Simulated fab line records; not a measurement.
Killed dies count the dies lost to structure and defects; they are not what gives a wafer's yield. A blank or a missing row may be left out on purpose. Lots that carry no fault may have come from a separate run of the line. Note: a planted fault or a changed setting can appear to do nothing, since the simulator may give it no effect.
fab line records	flow nand_harc	part 1 of 2: steps 1 to 27 of 39
[record] lots = 5	wafers = 15	last_day = 26
route steps=1159 shown A_STAIRCASE@720 A_SGD_CUT@747
lots that met no fault: taken from a fault-free run of the same line
start_h: hours from the record's opening day to when the first of the lot's shown wafers began	wait_h: time in hours since the lot's previous step	" same as the row above	L1.1+2: a single row standing in for several wafers	- value missing, or start not given	* or withheld: withheld	< > ~ a bound
route shown NAME@n: NAME is a module with steps in the file, n the number in the route of the first one	usual: average and standard deviation across the fault-free wafers	same: alike in all rows	chamber/n: place in a boat	sites: readings site by site	_std_site: standard deviation across them	_edge_site: mean of outer sites minus mean of inner sites	radius_mm: how far each site lies from the wafer's centre	mask NAME#n: copy n	behind: the most recent tool/chamber to have shaped the wafer	hold: reason for holding the lot/hours on hold/outcome of the hold	device: the transistor (n, p or np) that didn't switch	end of line: at the end of the route, the tests of the same wafers	where a step has no rows: the recipe by itself	killed: dies lost to structure and defects at the first sort, not the wafer's yield	map: the dies of a wafer, with x for killed, . for not killed, _ for no die there
set.NAME: setting as actually run; set.NAME@STEP: the setting as run at that earlier step	model.NAME: the simulator's own value behind a step, which no gauge read
lots at some steps of the route; a table a step, a row a wafer
services: from which hour (start_h, from the record's first day; less than 0 if before it) a tool's chamber was out of use, for how many hours, and why
[[steps]]
[step NHARC_A_STAIRCASE_EBR_437]
lot.wafer	tool	chamber	start_h	wait_h
L081.1+5+6	litho_track-03	0	-	-
L085.1+2+3	litho_track-02	0	-	-
L087.1+2+3	litho_track-05	0	-	-
L089.1+4+5	litho_track-03	0	-	-
L097.1+2+5	litho_track-03	0	-	-
[step NHARC_A_STAIRCASE_EXPOSE_438]
[recipe] na = 0.5	dose_mj = 28.97	mask_id = STAIR_REV
lot.wafer	tool	chamber	start_h	wait_h	mask
L081.1+5+6	krf_scanner-03	0	356.81	-	STAIR_REV#0
L085.1+2+3	krf_scanner-03	0	370.11	-	STAIR_REV#0
L087.1+2+3	krf_scanner-01	0	387.33	-	STAIR_REV#0
L089.1+4+5	krf_scanner-04	0	387.49	-	STAIR_REV#0
L097.1+2+5	krf_scanner-03	0	464.39	-	STAIR_REV#0
[step NHARC_A_STAIRCASE_PEB_439]
[recipe] peb_temp_c = 115	peb_time_s = 130
lot.wafer	tool	chamber	start_h	wait_h
L081.1+5+6	litho_track-03	0	356.88	0.1
L085.1+2+3	litho_track-02	0	370.18	0.1
L087.1+2+3	litho_track-03	0	387.40	0.1
L089.1+4+5	litho_track-05	0	387.56	0.1
L097.1+2+5	litho_track-03	0	464.46	0.1
[step NHARC_A_STAIRCASE_DEVELOP_440]
[recipe] time_s = 140
lot.wafer	tool	chamber	start_h	wait_h
L081.1+5+6	litho_track-03	0	-	-
L085.1+2+3	litho_track-02	0	-	-
L087.1+2+3	litho_track-03	0	-	-
L089.1+4+5	litho_track-05	0	-	-
L097.1+2+5	litho_track-03	0	-	-
[step NHARC_A_STAIRCASE_HARDBAKE_442]
[recipe] temp_c = 120	time_s = 140
lot.wafer	tool	chamber	start_h	wait_h
L081.1+5+6	litho_track-02	0	357.10	-
L085.1+2+3	litho_track-03	0	370.39	-
L087.1+2+3	litho_track-02	0	387.62	-
L089.1+4+5	litho_track-03	0	387.78	-
L097.1+2+5	litho_track-05	0	464.68	-
[step NHARC_A_STAIRCASE_DESCUM_443]
[recipe] time_s = 3	o2_flow_sccm = 200	ar_flow_sccm = 0	bias_power_w = 0	chemistry = O2
[usual] drypump_motor_current_A = 5.6/0.42	o2_flow_sccm = 200.0/0.68	oes_product_au = 1.002/0.008	rf_vpp_V = 57.9/0.9	showerhead_plenum_p_Torr = 1.91/0.096	throttle_valve_pct = 11.311/0.0086
lot.wafer	tool	chamber	start_h	wait_h	drypump_motor_current_A	o2_flow_sccm	oes_product_au	rf_hours_counter_h	rf_vpp_V	showerhead_plenum_p_Torr	throttle_valve_pct
L081.1	rie_diel-13	3	357.20	-	6.5	200.7	1.010	23	58.4	2.07	11.315
L081.6	"	3	"	"	6.5	198.9	0.992	-	58.5	2.07	11.304
L081.5	"	0	"	"	5.5	200.0	1.010	-	56.5	1.94	11.312
L085.3	rie_diel-09	2	370.49	-	5.3	200.1	0.996	36	57.6	1.92	11.302
L085.1	"	0	"	"	4.8	198.7	1.001	34	55.6	1.81	11.302
L085.2	"	1	"	"	5.4	200.5	0.991	33	59.7	2.07	11.325
L087.3	rie_diel-09	3	387.71	-	5.2	198.9	0.997	46	57.4	1.91	11.316
L087.1	"	0	"	"	4.8	199.9	1.000	41	58.8	1.80	11.317
L087.2	"	2	"	"	5.3	200.1	0.997	43	58.1	1.92	11.310
L089.4	rie_diel-11	3	387.88	-	5.8	199.9	1.016	4	57.7	1.86	11.301
L089.1	"	1	"	"	5.7	200.0	1.008	4	58.4	1.93	11.315
L089.5	"	2	"	"	5.8	200.4	1.013	-	58.0	1.86	11.304
L097.2	rie_diel-11	0	464.77	-	5.5	199.3	1.015	25	56.5	1.78	11.307
L097.1	"	3	"	"	5.7	199.4	1.008	24	57.9	1.85	11.300
L097.5	"	1	"	"	5.7	200.4	1.012	-	56.8	1.92	11.301
[step NHARC_A_STAIRCASE_ETCH_444]
[recipe] target_depth_a = 1.02e+05	time_s = 3400	c4f8_flow_sccm = 20	o2_flow_sccm = 10	ar_flow_sccm = withheld	rf_w = 600	bias_w = 1000	chemistry = C4F8/O2
[usual] oes_product_au = 0.932/0.014	rf_vpp_V = 806/5.3
lot.wafer	tool	chamber	start_h	wait_h	oes_product_au	rf_hours_counter_h	rf_vpp_V
L081.1	rie_diel-13	3	357.30	0.1	0.916	24	814
L081.6	"	3	"	"	0.921	-	815
L081.5	"	0	"	"	0.937	-	808
L085.3	rie_diel-09	0	370.59	0.1	0.917	34	801
L085.1	"	1	"	"	0.926	34	813
L085.2	"	2	"	"	0.917	36	807
L087.2	rie_diel-09	2	387.85	0.1	0.925	44	806
L087.1	"	3	"	"	0.927	47	807
L087.3	"	0	"	"	0.922	42	802
L089.1	rie_diel-11	1	388.25	0.3	0.961	4	807
L089.4	"	2	"	"	0.955	4	804
L089.5	"	0	"	"	0.958	-	799
L097.2	rie_diel-11	3	465.13	0.4	0.934	25	803
L097.1	"	1	"	"	0.936	27	806
L097.5	"	3	"	"	0.938	-	803
[step NHARC_A_STAIRCASE_STRIP_446]
[recipe] power_w = 1500	temp_c = 250	chemistry = O2
[usual] drypump_motor_current_A = 5.8/0.52	heater_power_w = 355/20	rf_refl_power_W = 24/8.9
lot.wafer	tool	chamber	start_h	wait_h	drypump_motor_current_A	heater_power_w	rf_hours_counter_h	rf_refl_power_W
L081.1	plasma_asher-02	1	359.57	0.0	6.5	372	58	37
L081.5	"	1	"	"	6.5	369	-	36
L081.6	"	0	"	"	5.2	381	-	23
L085.2	plasma_asher-02	1	373.32	0.1	6.5	347	1	-
L085.1	"	0	"	"	5.2	376	1	-
L085.3	"	0	"	"	5.2	386	-	-
L087.1	plasma_asher-01	0	390.13	0.0	5.8	327	36	18
L087.2	"	1	"	"	5.7	343	36	12
L087.3	"	1	"	"	5.6	336	-	12
L089.1	plasma_asher-02	1	390.35	0.1	6.5	354	7	37
L089.4	"	0	"	"	5.2	371	-	24
L089.5	"	0	"	"	5.2	381	-	23
L097.1	plasma_asher-01	1	467.15	0.0	5.6	349	1	13
L097.2	"	0	"	"	5.7	312	1	18
L097.5	"	0	"	"	5.7	314	-	18
[step NHARC_A_STAIRCASE_STRIP_447]
[recipe] time_s = 900	temp_c = 130	chemistry = SPM
[usual] bath_guard_temp_C = 129.9/0.54
lot.wafer	tool	chamber	start_h	wait_h	bath_guard_temp_C
L081.5	wet_bench-09	5	359.94	0.1	129.8
L081.6	"	6	"	"	130.6
L081.1	"	7	"	"	130.2
L085.3	wet_bench-09	1	373.69	0.2	129.9
L085.2	"	3	"	"	130.6
L085.1	"	4	"	"	128.9
L087.3	wet_bench-05	4	390.48	0.2	130.2
L087.2	"	5	"	"	130.1
L087.1	"	7	"	"	130.2
L089.5	wet_bench-09	4	390.65	0.1	129.0
L089.4	"	6	"	"	130.5
L089.1	"	1	"	"	129.9
L097.5	wet_bench-03	2	467.50	0.1	130.0
L097.1	"	3	"	"	130.6
L097.2	"	5	"	"	129.8
[step NHARC_A_STAIRCASE_PRECLEAN_448]
[recipe] time_s = *	temp_c = 50	bath_age_min = 0	chemistry = SC1
[usual] bath_guard_temp_C = 50.0/0.52	nh4oh_flow_mL_min = 28.31/0.098
lot.wafer	tool	chamber	start_h	wait_h	bath_guard_temp_C	nh4oh_flow_mL_min
L081.5	wet_bench-09	5	-	-	49.8	28.34
L081.6	"	6	"	"	50.4	28.35
L081.1	"	7	"	"	50.4	28.19
L085.3	wet_bench-09	1	-	-	50.4	28.43
L085.2	"	3	"	"	50.4	28.48
L085.1	"	4	"	"	48.9	28.41
L087.3	wet_bench-05	4	-	-	50.2	28.18
L087.2	"	5	"	"	50.2	28.40
L087.1	"	7	"	"	49.5	28.30
L089.5	wet_bench-09	4	-	-	49.2	28.28
L089.4	"	6	"	"	50.5	28.42
L089.1	"	1	"	"	50.2	28.31
L097.5	wet_bench-03	2	-	-	50.0	28.31
L097.1	"	3	"	"	50.6	28.35
L097.2	"	5	"	"	49.9	28.29
[step NHARC_A_STAIRCASE_SRD_449]
lot.wafer	tool	chamber	start_h	wait_h
L081.5+6+1	wet_bench-09	5,6,7	-	-
L085.3+2+1	wet_bench-09	1,3,4	-	-
L087.3+2+1	wet_bench-05	4,5,7	-	-
L089.5+4+1	wet_bench-09	4,6,1	-	-
L097.5+1+2	wet_bench-03	2,3,5	-	-
[step NHARC_A_STAIRCASE_CMP_450]
[recipe] target_thk_nm = 200	material = SiO2
[usual] motor_current_A = 12.0/1.3
lot.wafer	tool	chamber	start_h	wait_h	motor_current_A
L081.1	cmp-02	3	360.40	-	12.2
L081.5	"	1	"	"	11.1
L081.6	"	2	"	"	9.7
L085.3	cmp-03	0	374.14	-	11.6
L085.2	"	1	"	"	12.1
L085.1	"	2	"	"	12.7
L087.1	cmp-02	2	390.93	-	9.8
L087.2	"	3	"	"	11.9
L087.3	"	1	"	"	11.2
L089.4	cmp-03	3	391.10	-	13.3
L089.1	"	0	"	"	11.7
L089.5	"	3	"	"	13.5
L097.2	cmp-02	0	467.96	-	13.8
L097.1	"	1	"	"	10.9
L097.5	"	3	"	"	12.0
[step NHARC_A_STAIRCASE_CMP_152]
[usual] motor_current_A = 12.0/1.3
lot.wafer	tool	chamber	start_h	wait_h	motor_current_A
L081.1	cmp-02	3	360.47	0.1	11.9
L081.5	"	1	"	"	11.0
L081.6	"	2	"	"	10.1
L085.3	cmp-03	0	374.21	0.1	11.1
L085.2	"	1	"	"	12.7
L085.1	"	2	"	"	13.9
L087.1	cmp-02	2	391.00	0.1	10.0
L087.2	"	3	"	"	12.3
L087.3	"	1	"	"	10.8
L089.4	cmp-03	3	391.18	0.1	14.2
L089.1	"	0	"	"	11.8
L089.5	"	3	"	"	13.6
L097.2	cmp-02	0	468.04	0.1	13.4
L097.1	"	1	"	"	10.8
L097.5	"	3	"	"	12.6
[step NHARC_A_STAIRCASE_SRD_154]
lot.wafer	tool	chamber	start_h	wait_h
L081.5+1+6	wet_bench-03	7,0,1	360.75	0.0
L085.2+3+1	wet_bench-03	7,1,2	374.49	0.0
L087.3+2+1	wet_bench-05	6,0,1	391.29	0.0
L089.5+1+4	wet_bench-03	0,3,5	391.46	0.0
L097.5+2+1	wet_bench-05	3,4,5	468.32	0.0
[step NHARC_A_STAIRCASE_ETCH_403]
[recipe] target_depth_a = 1082	chemistry = dHF	material = SiO2
lot.wafer	tool	chamber	start_h	wait_h
L081.5+1+6	wet_bench-03	7,0,1	360.77	0.0
L085.2+3+1	wet_bench-03	7,1,2	374.52	0.0
L087.3+2+1	wet_bench-05	6,0,1	391.31	0.0
L089.5+1+4	wet_bench-03	0,3,5	391.49	0.0
L097.5+2+1	wet_bench-05	3,4,5	468.35	0.0
[step NHARC_A_STAIRCASE_ETCHBACK_422]
[recipe] target_depth_a = 400	over_etch_frac = 0.3	time_s = 74.286	ion_energy_ev = 120	ch3f_flow_sccm = 50	o2_flow_sccm = 30	ar_flow_sccm = 200	rf_w = 500	bias_w = 100	chemistry = CH3F/O2
[usual] drypump_motor_current_A = 5.4/0.36	o2_flow_sccm = 30.00/0.09	oes_product_au = 0.97/0.036	rf_vpp_V = 244.3/1.8	showerhead_plenum_p_Torr = 2.45/0.11	throttle_valve_pct = 20.664/0.0096
lot.wafer	tool	chamber	start_h	wait_h	drypump_motor_current_A	o2_flow_sccm	oes_product_au	rf_hours_counter_h	rf_vpp_V	showerhead_plenum_p_Torr	throttle_valve_pct
L081.1	rie_diel-11	3	361.14	0.4	5.7	29.96	0.92	62	243.3	2.39	20.660
L081.6	"	2	"	"	5.8	29.98	0.93	-	243.1	2.40	20.656
L081.5	"	3	"	"	5.7	29.94	0.94	-	242.1	2.39	20.662
L085.3	rie_diel-09	3	374.66	0.1	5.2	29.92	0.93	41	244.2	2.46	20.652
L085.2	"	1	"	"	5.4	29.91	0.99	36	247.7	2.65	20.668
L085.1	"	2	"	"	5.3	29.98	0.99	39	244.1	2.47	20.670
L087.3	rie_diel-09	3	391.46	0.1	5.2	29.94	0.99	49	244.9	2.46	20.672
L087.2	"	1	"	"	5.4	29.81	0.99	42	247.0	2.64	20.660
L087.1	"	2	"	"	5.3	29.95	0.99	46	244.9	2.47	20.676
L089.1	rie_diel-09	1	391.64	0.1	5.4	30.13	0.93	42	246.9	2.64	20.681
L089.4	"	2	"	"	5.3	30.10	0.92	46	243.8	2.47	20.659
L089.5	"	2	"	"	5.3	30.02	0.92	-	245.2	2.47	20.668
L097.1	rie_diel-09	2	468.49	0.1	5.3	30.01	0.98	7	242.9	2.46	20.667
L097.2	"	0	"	"	4.8	30.09	0.98	7	240.1	2.31	20.671
L097.5	"	3	"	"	5.3	30.18	0.98	-	245.4	2.45	20.667
[step NHARC_A_STAIRCASE_ETCH_423]
[recipe] target_depth_a = 300	chemistry = dHF	material = SiO2
lot.wafer	tool	chamber	start_h	wait_h
L081.1+5+6	wet_bench-03	6,7,0	361.31	0.2
L085.1+3+2	wet_bench-09	7,1,2	374.84	-
L087.1+3+2	wet_bench-09	7,0,1	391.62	0.1
L089.1+4+5	wet_bench-09	0,3,5	391.80	0.1
L097.2+1+5	wet_bench-05	6,7,1	468.67	0.1
[step NHARC_A_STAIRCASE_ETCHBACK_157]
[recipe] target_depth_a = 900	over_etch_frac = 0.3	time_s = 167.14	ion_energy_ev = 120	ch3f_flow_sccm = 50	o2_flow_sccm = 30	ar_flow_sccm = 200	rf_w = 500	bias_w = 100	chemistry = CH3F/O2
[usual] drypump_motor_current_A = 5.4/0.35	o2_flow_sccm = 30.01/0.098	oes_product_au = 0.983/0.029	rf_vpp_V = 244.4/1.6	showerhead_plenum_p_Torr = 2.45/0.11	throttle_valve_pct = 20.664/0.0092
lot.wafer	tool	chamber	start_h	wait_h	drypump_motor_current_A	o2_flow_sccm	oes_product_au	rf_hours_counter_h	rf_vpp_V	showerhead_plenum_p_Torr	throttle_valve_pct
L081.1	rie_diel-09	1	361.84	0.5	5.4	29.94	0.927	30	247.5	2.65	20.655
L081.5	"	2	"	"	5.3	30.07	0.918	-	245.9	2.47	20.659
L081.6	"	1	"	"	5.4	29.95	0.919	-	247.4	2.65	20.650
L085.2	rie_diel-09	2	375.04	0.2	5.3	29.93	0.994	39	243.4	2.47	20.660
L085.1	"	3	"	"	5.2	30.20	0.978	41	245.0	2.46	20.642
L085.3	"	0	"	"	4.8	30.16	1.000	36	243.2	2.32	20.645
L087.3	rie_diel-09	3	391.82	0.2	5.2	29.98	1.003	49	245.2	2.46	20.672
L087.2	"	1	"	"	5.4	29.84	0.990	42	246.9	2.64	20.673
L087.1	"	2	"	"	5.3	29.98	0.999	46	245.1	2.47	20.675
L089.4	rie_diel-09	0	392.01	0.2	4.8	30.02	0.965	43	243.2	2.32	20.664
L089.1	"	2	"	"	5.3	30.14	0.968	46	244.6	2.47	20.668
L089.5	"	0	"	"	4.8	30.01	0.957	-	242.6	2.32	20.666
L097.1	rie_diel-09	1	468.85	0.2	5.4	30.10	0.992	7	245.7	2.64	20.649
L097.2	"	3	"	"	5.2	29.94	0.998	7	243.0	2.45	20.675
L097.5	"	1	"	"	5.4	30.17	1.006	-	246.2	2.64	20.670
[step NHARC_A_STAIRCASE_STRIP_475]
[recipe] time_s = 20	o2_flow_sccm = 500	ar_flow_sccm = 0	bias_w = 0	chemistry = O2
[usual] drypump_motor_current_A = 5.4/0.36	o2_flow_sccm = 499.9/1.5	oes_product_au = 1.001/0.0071	rf_vpp_V = 57.8/0.89	showerhead_plenum_p_Torr = 3.53/0.16	throttle_valve_pct = 17.036/0.0094
lot.wafer	tool	chamber	start_h	wait_h	drypump_motor_current_A	o2_flow_sccm	oes_product_au	rf_hours_counter_h	rf_vpp_V	showerhead_plenum_p_Torr	throttle_valve_pct
L081.1	rie_diel-09	3	362.07	0.2	5.2	499.2	1.004	38	57.6	3.54	17.029
L081.5	"	1	"	"	5.4	500.4	1.001	-	57.8	3.79	17.042
L081.6	"	3	"	"	5.2	500.7	1.005	-	58.5	3.53	17.034
L085.3	rie_diel-09	0	-	-	4.8	500.2	1.002	36	58.5	3.34	17.049
L085.1	"	1	"	"	5.4	500.0	0.991	36	59.3	3.79	17.042
L085.2	"	3	"	"	5.2	499.5	1.011	41	57.1	3.53	17.035
L087.1	rie_diel-09	2	-	-	5.3	499.1	0.989	46	57.2	3.54	17.036
L087.2	"	3	"	"	5.3	500.8	1.001	49	57.8	3.53	17.049
L087.3	"	0	"	"	4.8	500.2	0.994	43	59.1	3.34	17.034
L089.4	rie_diel-09	3	-	-	5.2	500.9	1.010	49	58.8	3.53	17.028
L089.1	"	2	"	"	5.3	500.3	0.992	46	58.1	3.54	17.034
L089.5	"	3	"	"	5.3	503.0	0.999	-	58.5	3.53	17.016
L097.1	rie_diel-09	0	-	-	4.8	500.3	0.996	7	56.4	3.33	17.037
L097.2	"	1	"	"	5.4	499.7	0.999	7	59.3	3.77	17.034
L097.5	"	2	"	"	5.3	498.5	0.986	-	57.8	3.53	17.044
[step NHARC_A_STAIRCASE_DEP_471]
[recipe] target_thk_a = 1000	temp_c = 400	pressure_torr = 6.5	rf_w = 900	teos_flow_sccm = 161.4	flow_sccm = 2650	target_thk_nm = 100	gas = O2	material = SiO2
[usual] heater_power_w = 539/81	throttle_valve_pct = 16.0/0.43
lot.wafer	tool	chamber	start_h	wait_h	heater_power_w	throttle_valve_pct
L081.1	pecvd-03	1	362.22	-	454	15.5
L081.6	"	0	"	"	429	16.0
L081.5	"	1	"	"	458	15.8
L085.1	pecvd-03	1	375.31	-	391	15.9
L085.3	"	2	"	"	573	15.5
L085.2	"	0	"	"	455	16.1
L087.1	pecvd-01	0	392.21	-	655	16.0
L087.3	"	1	"	"	455	16.0
L087.2	"	2	"	"	687	16.3
L089.1	pecvd-02	1	392.33	-	471	16.9
L089.5	"	2	"	"	593	15.7
L089.4	"	1	"	"	486	17.1
L097.2	pecvd-01	1	469.26	-	475	15.7
L097.1	"	2	"	"	594	15.7
L097.5	"	2	"	"	607	15.7
[step NHARC_A_STAIRCASE_CMP_472]
[recipe] material = SiO2
[usual] motor_current_A = 12.2/1.2
lot.wafer	tool	chamber	start_h	wait_h	motor_current_A
L081.1	cmp-04	0	362.43	0.2	11.3
L081.5	"	0	"	"	10.5
L081.6	"	1	"	"	11.6
L085.2	cmp-02	2	375.61	0.2	9.9
L085.1	"	3	"	"	12.3
L085.3	"	0	"	"	13.4
L087.1	cmp-04	2	392.51	0.3	13.2
L087.2	"	3	"	"	10.9
L087.3	"	0	"	"	10.6
L089.1	cmp-03	1	392.55	0.2	13.1
L089.4	"	2	"	"	12.2
L089.5	"	1	"	"	12.4
L097.1	cmp-03	1	469.58	0.3	12.6
L097.2	"	3	"	"	13.9
L097.5	"	0	"	"	11.3
[step NHARC_A_STAIRCASE_SRD_474]
lot.wafer	tool	chamber	start_h	wait_h
L081.1+5+6	wet_bench-05	0,4,5	362.69	0.0
L085.3+2+1	wet_bench-03	2,3,4	375.86	0.0
L087.3+1+2	wet_bench-03	7,1,3	392.74	0.0
L089.4+1+5	wet_bench-09	0,2,3	392.81	0.0
L097.1+5+2	wet_bench-05	5,0,1	469.82	0.0
[step NHARC_A_STAIRCASE_INSPECT_155]
[usual] raw_defect_count = 370/140
lot.wafer	tool	chamber	start_h	wait_h	raw_defect_count
L081.1	defect_inspect-01	-	362.77	0.1	239
L081.5	"	-	"	"	209
L081.6	"	-	"	"	277
L085.1	defect_inspect-01	-	375.94	0.1	449
L085.2	"	-	"	"	243
L085.3	"	-	"	"	296
L087.1	defect_inspect-01	-	392.82	0.1	400
L087.2	"	-	"	"	430
L087.3	"	-	"	"	452
L089.1	defect_inspect-02	-	392.89	0.1	896
L089.4	"	-	"	"	450
L089.5	"	-	"	"	718
L097.1	defect_inspect-01	-	469.90	0.1	288
L097.2	"	-	"	"	532
L097.5	"	-	"	"	370
[step NHARC_A_SGD_CUT_DEP_00]
[recipe] target_thk_a = 500	temp_c = 400	target_thk_nm = 50	flow_sccm = 200	rf_w = 450	material = SiNx
[usual] heater_power_w = 682/70
lot.wafer	tool	chamber	start_h	wait_h	heater_power_w
L081.1	pecvd-04	0	362.87	0.1	691
L081.6	"	2	"	"	730
L081.5	"	0	"	"	697
L085.1	pecvd-01	2	376.01	0.1	679
L085.3	"	0	"	"	703
L085.2	"	1	"	"	663
L087.3	pecvd-01	2	392.89	0.1	800
L087.2	"	0	"	"	730
L087.1	"	1	"	"	704
L089.1	pecvd-04	0	393.01	0.1	716
L089.5	"	2	"	"	715
L089.4	"	0	"	"	750
L097.2	pecvd-01	2	469.98	0.1	776
L097.1	"	1	"	"	643
L097.5	"	0	"	"	660
[step NHARC_A_SGD_CUT_DEHYDRATE_01]
[recipe] temp_c = 150	time_s = 120
lot.wafer	tool	chamber	start_h	wait_h
L081.1+5+6	litho_track-06	0	363.11	0.2
L085.1+2+3	litho_track-01	0	376.28	0.2
L087.1+2+3	litho_track-06	0	393.16	0.2
L089.1+4+5	litho_track-04	0	393.23	0.2
L097.1+2+5	litho_track-04	0	470.25	0.2
[step NHARC_A_SGD_CUT_HMDS_02]
[recipe] time_s = 30
lot.wafer	tool	chamber	start_h	wait_h
L081.1+5+6	litho_track-06	0	-	-
L085.1+2+3	litho_track-01	0	-	-
L087.1+2+3	litho_track-06	0	-	-
L089.1+4+5	litho_track-04	0	-	-
L097.1+2+5	litho_track-04	0	-	-
[step NHARC_A_SGD_CUT_COAT_56]
[recipe] temp_c = 260	time_s = 75
lot.wafer	tool	chamber	start_h	wait_h
L081.1+5+6	litho_track-06	0	-	-
L085.1+2+3	litho_track-01	0	-	-
L087.1+2+3	litho_track-06	0	-	-
L089.1+4+5	litho_track-04	0	-	-
L097.1+2+5	litho_track-04	0	-	-
